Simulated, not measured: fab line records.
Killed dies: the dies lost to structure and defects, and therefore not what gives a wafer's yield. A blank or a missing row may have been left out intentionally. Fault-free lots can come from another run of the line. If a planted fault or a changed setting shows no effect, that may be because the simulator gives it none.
fab line records -- flow nand-harc
[record] lots = 13, wafers = 39, last-day = 33
route steps=1302 shown A_STAIRCASE@740 END@1302
lots that met no fault: taken from a fault-free run of the same line
start-h: hours from the record's first day to the start of the lot's first wafer shown -- wait-h: time in hours since the lot's previous step -- " repeats the value in the row above -- L1.1+2: a single row standing in for several wafers -- - value missing, or start not given -- * or withheld: withheld -- < > ~ a bound
route shown NAME@n: names a module that has steps shown in the file, with the first one's number in the route -- usual: average and standard deviation across the fault-free wafers -- same: alike in all rows -- chamber/n: place in a boat -- sites: each site's reading -- _std_site: standard deviation across them -- _edge_site: the outer-site mean with the inner-site mean subtracted -- radius-mm: how far each site lies from the wafer's centre -- mask NAME#n: copy n -- behind: the last tool/chamber to shape the wafer -- hold: why the lot went on hold/how many hours it stayed there/how the hold came to an end -- device: the n, p or np transistor that did not switch -- end of line: tests run on the same wafers once the route is complete -- step lacking rows: just its recipe -- killed: count of dies lost to structure and defects at first sort (not the wafer's yield) -- map: the dies of a wafer, with x for killed, . for not killed, _ for no die there
set.NAME: the setting as run; set.NAME@STEP: as run at that earlier step -- model.NAME: the simulator's own value behind a step, which no gauge read
a sample of lots followed through the steps of the route, with each step as a table and each wafer as a row
services: a tool's chamber out of use, with start hour (start-h, from the record's first day; less than 0 if before it), hours out, and reason
[[steps]]
[step NHARC_A_STAIRCASE_TRIM_226]
[recipe] time-s = 211.2, o2-flow-sccm = 500, ar-flow-sccm = 0, bias-w = 0, chemistry = O2
[usual] drypump-motor-current-A = 5.8/0.55, oes-product-au = 1.005/0.014, rf-vpp-V = 58.0/0.83, showerhead-plenum-p-Torr = 3.57/0.12, throttle-valve-pct = 17.036/0.0098
lot.wafer,tool,chamber,start-h,wait-h,drypump-motor-current-A,oes-product-au,rf-hours-counter-h,rf-vpp-V,showerhead-plenum-p-Torr,throttle-valve-pct
L600.4,rie-diel-13,0,-,-,5.3,1.000,3,57.3,3.53,17.035
L600.2,rie-diel-13,1,-,-,6.5,0.999,3,59.8,3.78,17.038
L600.6,rie-diel-13,0,-,-,5.4,1.001,-,58.8,3.53,17.038
L599.3,rie-diel-04,3,-,-,5.6,0.999,1,57.9,3.67,17.019
L599.1,rie-diel-04,0,-,-,5.9,1.018,2,59.6,3.62,17.049
L599.6,rie-diel-04,3,-,-,5.7,1.001,-,57.4,3.67,17.031
L601.4,rie-diel-02,1,-,-,6.6,0.986,63,57.3,3.33,17.034
L601.6,rie-diel-02,3,-,-,6.7,1.029,-,58.1,3.52,17.041
L601.5,rie-diel-02,0,-,-,6.6,0.998,-,58.6,3.78,17.033
L604.1,rie-diel-02,3,-,-,6.7,1.002,2,57.4,3.51,17.038
L604.3,rie-diel-02,0,-,-,6.7,1.005,5,58.7,3.77,17.036
L604.5,rie-diel-02,3,-,-,6.7,1.010,-,57.8,3.51,17.037
L605.5,rie-diel-13,0,-,-,5.3,0.994,-,57.2,3.51,17.026
L605.6,rie-diel-13,1,-,-,6.5,0.986,-,59.8,3.76,17.034
L605.4,rie-diel-13,3,-,-,6.0,0.973,-,57.6,3.51,17.052
L606.1,rie-diel-04,1,-,-,5.8,1.004,37,57.4,3.63,17.010
L606.5,rie-diel-04,0,-,-,5.9,1.030,-,58.6,3.61,17.032
L606.4,rie-diel-04,1,-,-,5.8,1.011,-,57.8,3.63,17.038
L611.1,rie-diel-13,2,-,-,4.9,1.015,42,57.1,3.36,17.021
L611.3,rie-diel-13,0,-,-,5.3,1.003,42,58.7,3.50,17.041
L611.5,rie-diel-13,2,-,-,4.9,1.021,-,56.3,3.36,17.030
L612.1,rie-diel-04,3,-,-,5.6,1.005,41,57.9,3.65,17.037
L612.6,rie-diel-04,3,-,-,5.6,1.009,-,59.3,3.65,17.034
L612.5,rie-diel-04,0,-,-,5.9,1.017,-,58.1,3.60,17.032
L618.4,rie-diel-04,0,-,-,5.9,1.041,2,59.3,3.59,17.037
L618.2,rie-diel-04,3,-,-,5.6,1.005,2,57.7,3.64,17.024
L618.6,rie-diel-04,0,-,-,5.9,1.038,-,58.1,3.59,17.034
L619.2,rie-diel-13,1,-,-,6.5,1.006,10,56.8,3.74,17.045
L619.3,rie-diel-13,2,-,-,4.9,0.989,10,58.4,3.34,17.021
L619.5,rie-diel-13,3,-,-,6.0,0.971,-,57.0,3.48,17.040
L621.3,rie-diel-04,3,-,-,5.6,0.986,16,58.0,3.63,17.029
L621.2,rie-diel-04,1,-,-,5.9,1.013,18,57.5,3.61,17.028
L621.5,rie-diel-04,3,-,-,5.6,0.988,-,58.2,3.63,17.025
L620.4,rie-diel-04,0,-,-,5.9,1.031,16,56.8,3.58,17.024
L620.3,rie-diel-04,3,-,-,5.7,1.000,17,58.2,3.63,17.046
L620.5,rie-diel-04,0,-,-,5.9,1.025,-,56.6,3.58,17.046
L622.3,rie-diel-04,1,-,-,5.9,1.020,20,59.3,3.60,17.038
L622.2,rie-diel-04,3,-,-,5.6,0.991,17,58.6,3.63,17.036
L622.5,rie-diel-04,1,-,-,5.9,1.017,-,57.7,3.60,17.032
[step NHARC_A_STAIRCASE_TRIM_233]
[recipe] time-s = 211.2, o2-flow-sccm = 500, ar-flow-sccm = 0, bias-w = 0, chemistry = O2
[usual] drypump-motor-current-A = 5.9/0.61, oes-product-au = 1.004/0.012, rf-vpp-V = 57.9/0.84, showerhead-plenum-p-Torr = 3.57/0.13, throttle-valve-pct = 17.035/0.009
lot.wafer,tool,chamber,start-h,wait-h,drypump-motor-current-A,oes-product-au,rf-hours-counter-h,rf-vpp-V,showerhead-plenum-p-Torr,throttle-valve-pct
L600.4,rie-diel-13,0,-,-,5.3,0.997,3,56.6,3.52,17.023
L600.2,rie-diel-13,1,-,-,6.5,0.995,3,59.1,3.78,17.042
L600.6,rie-diel-13,0,-,-,5.3,1.005,-,56.7,3.53,17.036
L599.1,rie-diel-02,3,-,-,6.7,1.020,41,56.7,3.52,17.033
L599.3,rie-diel-02,1,-,-,6.6,0.993,60,57.4,3.33,17.040
L599.6,rie-diel-02,3,-,-,6.7,1.027,-,57.1,3.52,17.045
L601.4,rie-diel-13,1,-,-,6.5,1.012,-,58.6,3.77,17.032
L601.5,rie-diel-13,1,-,-,6.5,1.005,-,59.0,3.77,17.043
L601.6,rie-diel-13,0,-,-,5.3,1.002,-,57.7,3.52,17.033
L604.3,rie-diel-02,1,-,-,6.6,0.991,5,55.8,3.33,17.046
L604.1,rie-diel-02,0,-,-,6.7,1.006,5,58.3,3.77,17.027
L604.5,rie-diel-02,0,-,-,6.7,1.006,-,58.9,3.77,17.025
L605.4,rie-diel-04,3,-,-,5.6,0.993,18,58.2,3.66,17.048
L605.6,rie-diel-04,3,-,-,5.6,1.008,-,57.6,3.66,17.047
L605.5,rie-diel-04,0,-,-,5.9,1.004,-,57.7,3.61,17.047
L606.1,rie-diel-04,0,-,-,5.9,1.013,33,58.9,3.61,17.029
L606.4,rie-diel-04,1,-,-,5.9,0.996,-,58.4,3.63,17.031
L606.5,rie-diel-04,3,-,-,5.6,1.008,-,58.6,3.65,17.050
L611.1,rie-diel-04,0,-,-,5.9,1.027,45,57.0,3.60,17.020
L611.3,rie-diel-04,1,-,-,5.8,0.999,49,58.1,3.63,17.039
L611.5,rie-diel-04,2,-,-,5.0,1.011,-,57.8,3.54,17.034
L612.1,rie-diel-04,1,-,-,5.8,1.003,50,58.5,3.62,17.042
L612.5,rie-diel-04,0,-,-,5.9,1.027,-,57.3,3.60,17.030
L612.6,rie-diel-04,1,-,-,5.9,0.997,-,57.6,3.62,17.034
L618.4,rie-diel-13,3,-,-,6.1,0.979,6,57.1,3.49,17.043
L618.2,rie-diel-13,2,-,-,4.9,0.999,6,57.6,3.34,17.033
L618.6,rie-diel-13,3,-,-,6.0,0.987,-,58.0,3.49,17.019
L619.3,rie-diel-02,3,-,-,6.7,1.011,50,58.1,3.49,17.038
L619.2,rie-diel-02,1,-,-,6.6,0.988,52,58.4,3.30,17.036
L619.5,rie-diel-02,3,-,-,6.7,1.015,-,57.4,3.49,17.040
L621.2,rie-diel-02,0,-,-,6.7,1.008,0,58.6,3.74,17.026
L621.3,rie-diel-02,2,-,-,6.0,0.995,0,59.0,3.69,17.038
L621.5,rie-diel-02,0,-,-,6.7,1.007,-,59.0,3.74,17.025
L620.4,rie-diel-04,0,-,-,5.9,1.017,16,58.2,3.58,17.024
L620.3,rie-diel-04,1,-,-,5.9,1.015,19,58.9,3.61,17.046
L620.5,rie-diel-04,1,-,-,5.9,1.023,-,59.1,3.60,17.032
L622.2,rie-diel-04,3,-,-,5.6,0.994,18,59.0,3.63,17.032
L622.3,rie-diel-04,2,-,-,5.0,1.020,21,58.2,3.52,17.051
L622.5,rie-diel-04,3,-,-,5.6,0.996,-,56.4,3.63,17.032
[step NHARC_A_STAIRCASE_ETCH_253]
[recipe] target-depth-a = 500, time-s = 20.2, ion-energy-ev = 400, c4f8-flow-sccm = 20, o2-flow-sccm = 10, ar-flow-sccm = withheld, rf-w = 600, bias-w = 1000, chemistry = C4F8/O2
[usual] oes-product-au = 0.955/0.019, rf-vpp-V = 897/5.3
lot.wafer,tool,chamber,start-h,wait-h,oes-product-au,rf-hours-counter-h,rf-vpp-V
L600.4,rie-diel-13,0,362.66,0.1,0.947,3,895
L600.2,rie-diel-13,2,362.66,0.1,0.943,4,890
L600.6,rie-diel-13,0,362.66,0.1,0.940,-,896
L599.3,rie-diel-02,1,370.87,0.1,0.939,61,888
L599.1,rie-diel-02,2,370.87,0.1,0.975,53,902
L599.6,rie-diel-02,2,370.87,0.1,0.974,-,904
L601.4,rie-diel-13,0,381.11,0.1,0.958,-,895
L601.5,rie-diel-13,1,381.11,0.1,0.942,-,905
L601.6,rie-diel-13,0,381.11,0.1,0.951,-,895
L604.1,rie-diel-13,3,423.88,0.1,0.951,20,895
L604.3,rie-diel-13,1,423.88,0.1,0.964,23,904
L604.5,rie-diel-13,0,423.88,0.1,0.955,-,895
L605.5,rie-diel-02,0,424.10,0.0,0.964,-,904
L605.4,rie-diel-02,1,424.10,0.0,0.955,-,888
L605.6,rie-diel-02,3,424.10,0.0,0.966,-,895
L606.1,rie-diel-13,3,454.07,0.1,0.914,31,897
L606.4,rie-diel-13,2,454.07,0.1,0.926,30,889
L606.5,rie-diel-13,0,454.07,0.1,0.921,-,895
L611.1,rie-diel-02,0,485.34,0.1,0.958,26,904
L611.3,rie-diel-02,1,485.34,0.1,0.974,28,888
L611.5,rie-diel-02,3,485.34,0.1,0.968,-,895
L612.1,rie-diel-02,1,485.81,0.1,0.960,28,888
L612.5,rie-diel-02,2,485.81,0.1,0.961,-,902
L612.6,rie-diel-02,3,485.81,0.1,0.970,-,895
L618.2,rie-diel-13,0,549.14,0.1,0.978,7,894
L618.6,rie-diel-13,1,549.14,0.1,0.960,-,905
L618.4,rie-diel-13,0,549.14,0.1,0.973,-,894
L619.3,rie-diel-02,0,568.22,0.1,0.975,52,904
L619.2,rie-diel-02,1,568.22,0.1,0.958,54,889
L619.5,rie-diel-02,1,568.22,0.1,0.955,-,887
L621.2,rie-diel-04,0,585.67,0.1,1.005,16,897
L621.3,rie-diel-04,1,585.67,0.1,0.977,19,899
L621.5,rie-diel-04,2,585.67,0.1,0.976,-,895
L620.3,rie-diel-13,0,586.81,0.1,0.951,20,894
L620.4,rie-diel-13,1,586.81,0.1,0.949,18,904
L620.5,rie-diel-13,3,586.81,0.1,0.939,-,895
L622.3,rie-diel-13,2,589.75,0.1,0.958,21,889
L622.2,rie-diel-13,3,589.75,0.1,0.961,22,895
L622.5,rie-diel-13,1,589.75,0.1,0.973,-,904
[step NHARC_A_STAIRCASE_HM_DEP_456]
[recipe] target-thk-a = 31000, temp-c = 400, material = aC
[usual] susceptor-temp-C = 399.91/0.24, throttle-valve-pct = 35.001/0.0093
lot.wafer,tool,chamber,start-h,wait-h,susceptor-temp-C,throttle-valve-pct
L600.2,acl-dep-01,0,366.19,-,399.98,34.988
L600.4,acl-dep-01,0,366.19,-,399.93,35.006
L600.6,acl-dep-01,0,366.19,-,399.94,34.993
L599.1,acl-dep-01,0,371.78,-,400.19,35.009
L599.3,acl-dep-01,0,371.78,-,399.99,34.992
L599.6,acl-dep-01,0,371.78,-,400.05,34.998
L601.4,acl-dep-01,0,387.53,-,399.53,35.008
L601.5,acl-dep-01,0,387.53,-,399.83,35.001
L601.6,acl-dep-01,0,387.53,-,399.51,34.981
L604.1,acl-dep-02,0,424.78,-,399.90,34.999
L604.3,acl-dep-02,0,424.78,-,399.84,35.018
L604.5,acl-dep-02,0,424.78,-,399.68,34.995
L605.4,acl-dep-02,0,427.54,-,-,34.990
L605.5,acl-dep-02,0,427.54,-,-,34.998
L605.6,acl-dep-02,0,427.54,-,-,35.001
L606.1,acl-dep-03,0,457.47,-,400.30,34.997
L606.4,acl-dep-03,0,457.47,-,399.98,34.990
L606.5,acl-dep-03,0,457.47,-,400.04,34.998
L611.1,acl-dep-01,-,488.41,-,-,-
L611.3,acl-dep-01,-,488.41,-,-,-
L611.5,acl-dep-01,-,488.41,-,-,-
L612.1,acl-dep-02,-,490.68,-,-,-
L612.5,acl-dep-02,-,491.93,-,-,-
L612.6,acl-dep-02,-,491.93,-,-,-
L618.2,acl-dep-03,0,551.03,-,400.25,35.001
L618.4,acl-dep-03,0,551.03,-,399.97,35.014
L618.6,acl-dep-03,0,551.03,-,400.09,35.016
L619.2,acl-dep-02,0,572.55,-,400.34,35.008
L619.3,acl-dep-02,0,572.55,-,399.75,35.020
L619.5,acl-dep-02,0,572.55,-,399.96,34.998
L621.2,acl-dep-03,0,587.80,-,-,34.987
L621.3,acl-dep-03,0,587.80,-,-,35.020
L621.5,acl-dep-03,0,587.80,-,-,35.004
L620.3,acl-dep-02,0,588.71,-,400.07,35.009
L620.4,acl-dep-02,0,588.71,-,399.83,34.994
L620.5,acl-dep-02,0,588.71,-,400.27,35.006
L622.2,acl-dep-01,0,592.76,-,399.58,34.997
L622.3,acl-dep-01,0,592.76,-,399.58,35.015
L622.5,acl-dep-01,0,592.76,-,399.86,35.021
[step NHARC_END_SORT_01]
[recipe] temp-c = 25
[usual] killed-at-array = 59/20, killed-at-other = 0.8/1.1, killed-at-periphery = 5/3.1, killed-dies = 64/21, killed-open = 3.4/1.9, killed-short = 2.3/1.7
[same] gross-dies = 677
lot.wafer,tool,chamber,start-h,wait-h,killed-at-array,killed-at-other,killed-at-periphery,killed-dies,killed-open,killed-short
L611.1,prober-02,0,710.22,2.5,677,0,0,677,0,0
L611.3,prober-02,0,711.81,3.1,677,0,0,677,1,0
L611.5,prober-02,0,713.40,3.7,676,1,0,677,0,0
// killed by level:class
L611.1 A_STAIRCASE:lost-pattern=669 A_SLIT:chamber-film-flake=3 A_CONTACT:chamber-film-flake=2 A_CHANNEL_HOLE_D2:chamber-film-flake=1 A_STAIRCASE:chamber-film-flake=1 A_WL_FILL:chamber-film-flake=1
L611.3 A_STAIRCASE:lost-pattern=668 A_SLIT:chamber-film-flake=4 A_M1:geometric-particle:open=1 A_CHANNEL_HOLE_D2:chamber-film-flake=1 A_CONTACT:chamber-film-flake=1 A_SGD_CUT:chamber-film-flake=1 A_STAIRCASE:area-dep=1
L611.5 A_STAIRCASE:lost-pattern=667 A_SLIT:chamber-film-flake=6 A_CHANNEL_HOLE_D1:chamber-film-flake=1 THIN_TSV:chamber-film-flake=1 A_CONTACT:chamber-film-flake=1 A_SGD_CUT:chamber-film-flake=1
[[services]]
tool,chamber,start-h,hours,kind
rie-diel-04,0,336.83,-,clean
rie-diel-04,1,336.83,-,clean
rie-diel-04,2,336.83,-,clean
rie-diel-04,3,336.83,-,clean
rie-diel-13,-,342.12,9.0,pm
rie-diel-13,0,342.12,9.0,vent-cycle
rie-diel-04,-,355.03,9.0,pm
rie-diel-13,3,367.40,20.9,repair
rie-diel-04,2,368.63,3.7,repair
acl-dep-01,-,373.61,13.0,pm
rie-diel-13,2,377.01,6.5,repair
rie-diel-04,3,385.98,1.7,repair
rie-diel-02,2,395.21,33.8,repair
rie-diel-02,-,396.42,9.0,pm
rie-diel-02,3,405.54,8.1,repair
rie-diel-13,2,418.27,18.2,repair
acl-dep-02,-,428.46,13.0,pm
rie-diel-04,2,440.61,33.2,repair
acl-dep-03,-,484.66,13.0,pm
rie-diel-13,-,519.17,9.0,pm
rie-diel-04,-,532.03,9.0,pm
rie-diel-13,2,547.64,2.1,repair
acl-dep-01,-,554.61,13.0,pm
rie-diel-02,-,573.48,9.0,pm
[[key]]
[first-sign] step = NHARC_A_STAIRCASE_HM_DEP_456, reading = tool-record, direction = missing
[effect] step = NHARC_END_SORT_01, reading = killed-at-array, direction = up, sigmas = 32, usual = 59, struck = 677
met-at NHARC_A_STAIRCASE_HM_DEP_456
struck-lots L611,L612
scrapped-behind NHARC_A_SGD_CUT_INSPECT_25 L612.1,L612.5,L612.6
later-rows-left-out L611.1,L611.3,L611.5
tester-left-out L611
not-acting-at NHARC_A_STAIRCASE_TRIM_226,NHARC_A_STAIRCASE_TRIM_233,NHARC_A_STAIRCASE_ETCH_253
onset-between 427.54 488.41
[fault] kind = skipped-step-whole, tool = acl-dep-01,acl-dep-02, chamber = -, onset-h = 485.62, steps = NHARC_A_STAIRCASE_HM_DEP_456, scope = struck-lots-only
// tester-left-out: of these lots the tester's yield and bins aren't shown, on N5 and GAA mostly nor the transistor test; their killed dies are dies lost to structure and defects alone, not to doping, threshold or leakage, so they don't give the yield
// later-rows-left-out: the simulator's readings of these wafers behind a module that went badly wrong aren't trusted and aren't shown, but for the sort
